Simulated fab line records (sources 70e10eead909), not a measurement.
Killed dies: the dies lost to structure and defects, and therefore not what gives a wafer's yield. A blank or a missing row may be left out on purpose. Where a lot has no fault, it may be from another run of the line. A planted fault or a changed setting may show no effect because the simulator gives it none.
fab line records -- flow nand-harc
[record] lots = 13, wafers = 38, last-day = 35
route steps=1302 shown A_ZERO_WELL@403 A_ONON_D1@425 END@1302
lots that met no fault: taken from a fault-free run of the same line
start-h: start of the lot's first displayed wafer, in hours after the record's first day -- wait-h: how many hours have passed since the lot's step before this one -- " the same as in the row above -- L1.1+2: a row that stands for several wafers -- - no value present, or no start provided -- * or withheld: withheld -- < > ~ a bound
route shown NAME@n: NAME is a module with steps in the file, n the number in the route of the first one -- usual: average and standard deviation across the fault-free wafers -- same: alike in all rows -- chamber/n: place in a boat -- sites: per-site readings -- _std_site: the standard deviation of these -- _edge_site: inner sites' mean taken away from outer sites' mean -- radius-mm: how far each site lies from the wafer's centre -- mask NAME#n: copy n -- behind: tool/chamber where the wafer was last shaped -- hold: why the lot went on hold/how many hours it stayed there/how the hold came to an end -- device: the transistor (n, p or np) that didn't switch -- end of line: at the end of the route, the tests of the same wafers -- where a step has no rows: the recipe by itself -- killed: at the first sort, the dies lost to defects and structure; wafer yield is something else -- map: a wafer's dies, marking killed ones x, the rest . and places with no die _
set.NAME: the run value of the setting; set.NAME@STEP: its run value at that earlier step -- model.NAME: the simulator's own value behind a step, which no gauge read
the route's steps for a sample of lots (tables are steps, rows are wafers)
services: when a tool's chamber went out of use (start-h, in hours from the record's first day, below 0 if earlier), for how many hours, and the reason
[[steps]]
[step NHARC_A_ZERO_WELL_DESCUM_12]
[recipe] time-s = 3, o2-flow-sccm = 200, ar-flow-sccm = 0, bias-power-w = 0, chemistry = O2
[usual] drypump-motor-current-A = 5.6/0.32, mfc-ar-sccm = 0.001/0.0033, oes-product-au = 0.998/0.011, rf-vpp-V = 57.8/0.96, showerhead-plenum-p-Torr = 1.92/0.093, throttle-valve-pct = 11.312/0.0087
lot.wafer,tool,chamber,start-h,wait-h,drypump-motor-current-A,mfc-ar-sccm,oes-product-au,rf-hours-counter-h,rf-vpp-V,showerhead-plenum-p-Torr,throttle-valve-pct
L392.3,rie-diel-07,1,148.62,-,5.5,0,1.012,1,56.0,1.82,11.308
L392.4,rie-diel-07,2,148.62,-,5.2,0.005,0.999,1,57.1,2.05,11.312
L392.1,rie-diel-07,3,148.62,-,5.7,0,0.990,1,57.3,1.96,11.309
L394.1,rie-diel-07,0,164.68,-,5.5,0,1.004,1,58.1,1.83,11.316
L394.5,rie-diel-07,0,164.68,-,5.5,0,0.992,-,56.4,1.83,11.308
L394.6,rie-diel-07,3,164.68,-,5.7,0,0.978,-,57.6,1.96,11.325
L398.3,rie-diel-07,2,239.50,-,5.2,0.005,0.992,4,59.0,2.05,11.303
L398.1,rie-diel-07,3,239.50,-,5.7,0,0.989,4,56.6,1.96,11.311
L398.6,rie-diel-07,1,239.50,-,5.5,0,1.012,-,57.5,1.82,11.305
L401.4,rie-diel-07,0,247.18,-,5.5,0,0.997,4,56.8,1.83,11.305
L401.3,rie-diel-07,3,247.18,-,5.7,0,0.992,4,57.8,1.96,11.318
L401.5,rie-diel-07,1,247.18,-,5.5,0,1.004,-,56.6,1.82,11.299
L402.1,rie-diel-07,2,254.38,-,5.2,0.005,0.990,4,59.4,2.05,11.326
L402.3,rie-diel-07,0,254.38,-,5.5,0,0.998,4,59.4,1.83,11.319
L403.1,rie-diel-07,0,257.87,-,5.5,0,1.000,4,58.3,1.83,11.304
L403.4,rie-diel-07,1,257.87,-,5.5,0,1.003,4,58.3,1.82,11.311
L403.3,rie-diel-07,2,257.87,-,5.2,0.005,0.987,4,58.6,2.05,11.294
L405.3,rie-diel-07,2,281.44,-,5.2,0.005,0.991,5,59.8,2.05,11.322
L405.4,rie-diel-07,2,281.44,-,5.2,0.005,0.988,-,58.5,2.05,11.313
L405.5,rie-diel-07,3,281.44,-,5.7,0,0.997,-,58.4,1.96,11.309
L409.1,rie-diel-07,1,322.09,-,5.5,0,1.014,1,57.3,1.81,11.298
L409.5,rie-diel-07,2,322.09,-,5.2,0.005,1.008,-,57.5,2.05,11.308
L409.6,rie-diel-07,3,322.09,-,5.7,0,0.990,-,57.2,1.96,11.324
L410.2,rie-diel-07,0,324.19,-,5.5,0,0.989,1,57.4,1.83,11.309
L410.1,rie-diel-07,1,324.19,-,5.5,0,1.000,1,56.8,1.81,11.308
L410.5,rie-diel-07,1,324.19,-,5.5,0,1.008,-,56.3,1.81,11.326
L411.3,rie-diel-07,0,335.23,-,5.5,0,0.987,1,58.5,1.83,11.307
L411.1,rie-diel-07,1,335.23,-,5.5,0,1.006,1,57.6,1.81,11.319
L411.2,rie-diel-07,2,335.23,-,5.2,0.005,1.015,1,57.0,2.05,11.320
L412.1,rie-diel-07,3,355.91,-,5.7,0,0.988,2,59.0,1.96,11.315
L412.3,rie-diel-07,0,355.91,-,5.5,0,0.983,2,56.7,1.83,11.306
L412.5,rie-diel-07,2,355.91,-,5.2,0.005,1.018,-,59.3,2.05,11.309
L413.3,rie-diel-07,3,361.64,-,5.7,0,0.982,2,58.8,1.96,11.317
L413.6,rie-diel-07,1,361.64,-,5.5,0,1.006,-,57.2,1.81,11.307
L413.5,rie-diel-07,2,361.64,-,5.2,0.005,1.005,-,58.8,2.05,11.324
L414.3,rie-diel-07,2,366.45,-,5.2,0.005,1.016,2,57.7,2.05,11.316
L414.2,rie-diel-07,0,366.45,-,5.5,0,0.990,2,57.7,1.83,11.320
L414.6,rie-diel-07,2,366.45,-,5.2,0.005,1.020,-,57.7,2.05,11.308
[step NHARC_A_ONON_D1_THK_MEAS_02]
[recipe] thk-meas-gauge = ellipsometry
[usual] thk-nm = 1002/8.4
lot.wafer,tool,chamber,start-h,wait-h,thk-nm
L392.1,film-metro-02,-,171.12,-,1003
L392.3,film-metro-02,-,171.12,-,1002
L392.4,film-metro-02,-,171.12,-,1003
L394.1,film-metro-02,-,190.10,-,1001
L394.5,film-metro-02,-,190.10,-,1002
L394.6,film-metro-02,-,190.10,-,1003
L398.1,film-metro-02,-,260.65,-,1004
L398.3,film-metro-02,-,260.65,-,1004
L398.6,film-metro-02,-,260.65,-,1005
L401.3,film-metro-02,-,267.95,-,1000
L401.4,film-metro-02,-,267.95,-,999
L401.5,film-metro-02,-,267.95,-,1000
L402.1,film-metro-02,-,275.42,-,1010
L402.3,film-metro-02,-,275.42,-,1007
L403.1,film-metro-01,-,279.82,-,989
L403.3,film-metro-01,-,279.82,-,988
L403.4,film-metro-01,-,279.82,-,990
L405.3,film-metro-02,-,301.68,-,1015
L405.4,film-metro-02,-,301.68,-,1016
L405.5,film-metro-02,-,301.68,-,1014
L409.1,film-metro-01,-,346.88,-,1005
L409.5,film-metro-01,-,346.88,-,1004
L409.6,film-metro-01,-,346.88,-,1004
L410.1,film-metro-02,-,346.89,-,989
L410.2,film-metro-02,-,346.89,-,986
L410.5,film-metro-02,-,346.89,-,987
L411.1,film-metro-02,-,359.40,-,995
L411.2,film-metro-02,-,359.40,-,995
L411.3,film-metro-02,-,359.40,-,995
L413.3,film-metro-01,-,384.20,-,997
L413.5,film-metro-01,-,384.20,-,997
L413.6,film-metro-01,-,384.20,-,995
L412.1,film-metro-01,-,384.39,-,1009
L412.3,film-metro-01,-,384.39,-,1005
L412.5,film-metro-01,-,384.39,-,1006
L414.2,film-metro-01,-,397.39,-,998
L414.3,film-metro-01,-,397.39,-,998
L414.6,film-metro-01,-,397.39,-,999
[step NHARC_A_ONON_D1_DEP_06]
[recipe] target-thk-a = 10000, n2-flow-sccm = 2750, n2o-flow-sccm = 2000, nh3-flow-sccm = 500, sih4-flow-sccm = 210, temp-c = 400
[usual] n2o-flow-sccm = 2002/5.3, nh3-flow-sccm = 499.9/1.4
lot.wafer,tool,chamber,start-h,wait-h,n2o-flow-sccm,nh3-flow-sccm
L392.1,pecvd-onon-02,0,171.74,0.1,1992,500.3
L392.3,pecvd-onon-02,0,171.74,0.1,2003,500.8
L392.4,pecvd-onon-02,0,171.74,0.1,1998,501.6
L394.1,pecvd-onon-04,0,190.72,0.1,2001,500.2
L394.5,pecvd-onon-04,0,190.72,0.1,2010,499.2
L394.6,pecvd-onon-04,0,190.72,0.1,1994,498.7
L398.1,pecvd-onon-04,0,261.27,0.1,2001,499.2
L398.3,pecvd-onon-04,0,261.27,0.1,1994,499.4
L398.6,pecvd-onon-04,0,261.27,0.1,1998,500.3
L401.3,pecvd-onon-02,0,268.69,0.2,1999,500.1
L401.4,pecvd-onon-02,0,268.69,0.2,1993,500.5
L401.5,pecvd-onon-02,0,268.69,0.2,1997,499.6
L402.1,pecvd-onon-02,0,276.04,0.1,2001,497.5
L402.3,pecvd-onon-02,0,276.04,0.1,2001,499.8
L403.1,pecvd-onon-02,0,280.70,0.2,2011,499.9
L403.3,pecvd-onon-02,0,280.70,0.2,2008,500.2
L403.4,pecvd-onon-02,0,280.70,0.2,2004,499.0
L405.3,pecvd-onon-04,0,302.41,0.2,2006,500.1
L405.4,pecvd-onon-04,0,302.41,0.2,2004,498.7
L405.5,pecvd-onon-04,0,302.41,0.2,1997,501.6
L409.1,pecvd-onon-04,0,347.51,0.1,2007,498.6
L409.5,pecvd-onon-04,0,347.51,0.1,2002,497.7
L409.6,pecvd-onon-04,0,347.51,0.1,2003,497.1
L410.1,pecvd-onon-01,0,347.51,0.1,1990,499.2
L410.2,pecvd-onon-01,0,347.51,0.1,2008,497.9
L410.5,pecvd-onon-01,0,347.51,0.1,1998,497.9
L411.1,pecvd-onon-02,0,360.01,0.1,2007,500.1
L411.2,pecvd-onon-02,0,360.01,0.1,2000,498.3
L411.3,pecvd-onon-02,0,360.01,0.1,2006,500.0
L413.3,pecvd-onon-02,0,385.07,0.3,2000,499.9
L413.5,pecvd-onon-02,0,385.07,0.3,2004,500.4
L413.6,pecvd-onon-02,0,385.07,0.3,2003,500.9
L412.1,pecvd-onon-02,0,385.30,0.2,1996,499.8
L412.3,pecvd-onon-02,0,385.30,0.2,2000,499.5
L412.5,pecvd-onon-02,0,385.30,0.2,2005,498.7
L414.2,pecvd-onon-02,0,398.07,0.1,1997,500.6
L414.3,pecvd-onon-02,0,398.07,0.1,2002,501.7
L414.6,pecvd-onon-02,0,398.07,0.1,2010,500.7
[step NHARC_A_ONON_D1_THK_MEAS_08]
[recipe] thk-meas-gauge = ellipsometry
[usual] thk-nm = 999/10
lot.wafer,tool,chamber,start-h,wait-h,thk-nm
L392.1,film-metro-01,-,172.25,-,993
L392.3,film-metro-01,-,172.25,-,993
L392.4,film-metro-01,-,172.25,-,995
L394.1,film-metro-02,-,191.23,-,986
L394.5,film-metro-02,-,191.23,-,986
L394.6,film-metro-02,-,191.23,-,986
L398.1,film-metro-01,-,261.78,-,984
L398.3,film-metro-01,-,261.78,-,985
L398.6,film-metro-01,-,261.78,-,985
L401.3,film-metro-02,-,269.08,-,668
L401.4,film-metro-02,-,269.08,-,987
L401.5,film-metro-02,-,269.08,-,989
L402.1,film-metro-02,-,276.55,-,685
L402.3,film-metro-02,-,276.55,-,687
L403.1,film-metro-01,-,281.21,-,673
L403.3,film-metro-01,-,281.21,-,673
L403.4,film-metro-01,-,281.21,-,995
L405.3,film-metro-01,-,302.80,-,984
L405.4,film-metro-01,-,302.80,-,984
L405.5,film-metro-01,-,302.80,-,982
L409.1,film-metro-01,-,348.02,-,995
L409.5,film-metro-01,-,348.02,-,992
L409.6,film-metro-01,-,348.02,-,994
L410.1,film-metro-02,-,348.02,-,1000
L410.2,film-metro-02,-,348.02,-,1000
L410.5,film-metro-02,-,348.02,-,1000
L411.1,film-metro-02,-,360.53,-,1002
L411.2,film-metro-02,-,360.53,-,1004
L411.3,film-metro-02,-,360.53,-,1003
L413.3,film-metro-01,-,385.46,-,989
L413.5,film-metro-01,-,385.46,-,987
L413.6,film-metro-01,-,385.46,-,988
L412.1,film-metro-01,-,385.81,-,998
L412.3,film-metro-01,-,385.81,-,999
L412.5,film-metro-01,-,385.81,-,1000
L414.2,film-metro-01,-,398.52,-,1010
L414.3,film-metro-01,-,398.52,-,1009
L414.6,film-metro-01,-,398.52,-,1009
[step NHARC_END_SORT_01]
[recipe] temp-c = 25
[usual] killed-at-array = 54/18, killed-at-other = 0.9/1.2, killed-at-periphery = 4.4/2.9, killed-dies = 59/18, killed-open = 3.2/1.8, killed-short = 2.6/1.8
[same] gross-dies = 677
lot.wafer,tool,chamber,start-h,wait-h,killed-at-array,killed-at-other,killed-at-periphery,killed-dies,killed-open,killed-short
L401.3,prober-01,0,686.20,3.1,672,1,4,677,1,3
L401.4,prober-01,0,686.99,3.4,69,0,7,76,4,3
L401.5,prober-01,0,687.78,3.7,44,0,3,47,3,1
L402.1,prober-01,0,712.55,2.5,674,0,3,677,4,1
L402.3,prober-01,0,714.17,3.1,671,0,6,677,5,2
L403.1,prober-01,0,720.46,2.5,673,1,3,677,7,2
L403.3,prober-01,0,722.07,3.1,675,0,2,677,0,2
L403.4,prober-01,0,722.87,3.4,47,0,2,49,2,2
// killed by level:class
L401.3 A_ONON_D1:area-dep=618 A_CHANNEL_HOLE_D2:chamber-film-flake=22 A_CHANNEL_HOLE_D1:chamber-film-flake=18 A_CONTACT:chamber-film-flake=6 P_STI:chamber-film-flake=2 P_CONTACT:geometric-particle:open=1 A_ONON_D1:geometric-particle:short=1 A_SGD_CUT:geometric-particle:short=1
L401.4 A_CHANNEL_HOLE_D1:chamber-film-flake=28 A_CHANNEL_HOLE_D2:chamber-film-flake=24 A_CONTACT:chamber-film-flake=7 P_STI:chamber-film-flake=4 A_CHANNEL_HOLE_D2:geometric-particle:open=2 P_M0:geometric-particle:short=1 A_ONON_D1:geometric-particle:open=1 A_DECK1_JOINT:geometric-particle:short=1
L401.5 A_CHANNEL_HOLE_D1:chamber-film-flake=19 A_CHANNEL_HOLE_D2:chamber-film-flake=16 A_DECK1_JOINT:chamber-film-flake=3 A_CONTACT:chamber-film-flake=3 P_M0:geometric-particle:open=2 A_ONON_D1:geometric-particle:open=1 A_CHANNEL_FILL_D2:geometric-particle:short=1 P_ZERO_WELL:chamber-film-flake=1
L402.1 A_ONON_D1:area-dep=617 A_CHANNEL_HOLE_D2:chamber-film-flake=22 A_CHANNEL_HOLE_D1:chamber-film-flake=21 A_STAIRCASE:chamber-film-flake=4 A_CONTACT:chamber-film-flake=2 P_M0:geometric-particle:open=1 A_CHANNEL_HOLE_D2:geometric-particle:open=1 A_CHANNEL_FILL_D2:geometric-particle:short=1
L402.3 A_ONON_D1:area-dep=622 A_CHANNEL_HOLE_D1:chamber-film-flake=18 A_CHANNEL_HOLE_D2:chamber-film-flake=18 A_CONTACT:chamber-film-flake=4 P_STI:chamber-film-flake=2 A_STAIRCASE:chamber-film-flake=2 A_SLIT:chamber-film-flake=2 P_M0:geometric-particle:open=1
L403.1 A_ONON_D1:area-dep=636 A_CHANNEL_HOLE_D2:chamber-film-flake=12 A_CHANNEL_HOLE_D1:chamber-film-flake=9 A_STAIRCASE:chamber-film-flake=7 A_BLC:geometric-particle:open=3 A_CONTACT:chamber-film-flake=2 P_CONTACT:geometric-particle:short=1 P_M0:geometric-particle:short=1
L403.3 A_ONON_D1:area-dep=636 A_CHANNEL_HOLE_D2:chamber-film-flake=19 A_STAIRCASE:chamber-film-flake=5 A_CONTACT:chamber-film-flake=5 A_CHANNEL_HOLE_D1:chamber-film-flake=4 A_SGD_CUT:chamber-film-flake=2 A_DECK1_JOINT:geometric-particle:short=1 A_ONON_D2:geometric-particle:short=1
L403.4 A_CHANNEL_HOLE_D2:chamber-film-flake=19 A_CHANNEL_HOLE_D1:chamber-film-flake=10 A_SLIT:chamber-film-flake=5 A_STAIRCASE:chamber-film-flake=5 A_CONTACT:chamber-film-flake=5 P_GATE:geometric-particle:open=1 P_M0:geometric-particle:open=1 A_DECK1_JOINT:geometric-particle:short=1
[[services]]
tool,chamber,start-h,hours,kind
rie-diel-07,0,126.20,-,clean
rie-diel-07,1,126.20,-,clean
rie-diel-07,2,126.20,-,clean
rie-diel-07,3,126.20,-,clean
pecvd-onon-04,-,130.00,13.0,pm
rie-diel-07,0,150.70,-,clean
rie-diel-07,1,150.70,-,clean
rie-diel-07,2,150.70,-,clean
rie-diel-07,3,150.70,-,clean
rie-diel-07,1,164.52,11.1,repair
rie-diel-07,0,175.20,-,clean
rie-diel-07,2,175.20,-,clean
rie-diel-07,3,175.20,-,clean
pecvd-onon-02,-,185.00,13.0,pm
rie-diel-07,0,198.93,1.2,repair
rie-diel-07,1,199.70,-,clean
rie-diel-07,2,199.70,-,clean
pecvd-onon-01,-,269.71,13.0,pm
rie-diel-07,1,280.75,7.2,repair
rie-diel-07,-,294.20,9.0,pm
pecvd-onon-04,-,311.00,13.0,pm
rie-diel-07,-,363.56,1.1,repair
pecvd-onon-02,-,366.00,13.0,pm
rie-diel-07,3,388.84,15.4,repair
[[key]]
[first-sign] step = NHARC_A_ONON_D1_THK_MEAS_08, reading = thk-nm, direction = down, sigmas = 32, usual = 999, struck = 677
[effect] step = NHARC_END_SORT_01, reading = killed-at-array, direction = up, sigmas = 34, usual = 54, struck = 673
[more-kills-born-at] NHARC_A_ONON_D1_DEP_06@pecvd-onon-02 = 3129
met-at NHARC_A_ONON_D1_DEP_06
struck-lots L401,L402,L403
struck-wafers L401.3,L402.1,L402.3,L403.1,L403.3
later-rows-left-out L401.3,L402.1,L402.3,L403.1,L403.3
tester-left-out L401,L402,L403
not-acting-at NHARC_A_ZERO_WELL_DESCUM_12,NHARC_A_ONON_D1_THK_MEAS_02
onset-between 171.74 268.69
[fault] kind = process-parameter-drift, tool = pecvd-onon-02, chamber = -, onset-h = 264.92, steps = NHARC_A_ONON_D1_DEP_06, channel = target-thk-a, offset = *, shape = step, end-h = 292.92, scope = struck-wafers-only, acts-in = *, stated = *
// tester-left-out: of these lots the tester's yield and bins aren't shown, on N5 and GAA mostly nor the transistor test; their killed dies are dies lost to structure and defects alone, not to doping, threshold or leakage, so they don't give the yield
// later-rows-left-out: the simulator's readings of these wafers behind a module that went badly wrong aren't trusted and aren't shown, but for the sort
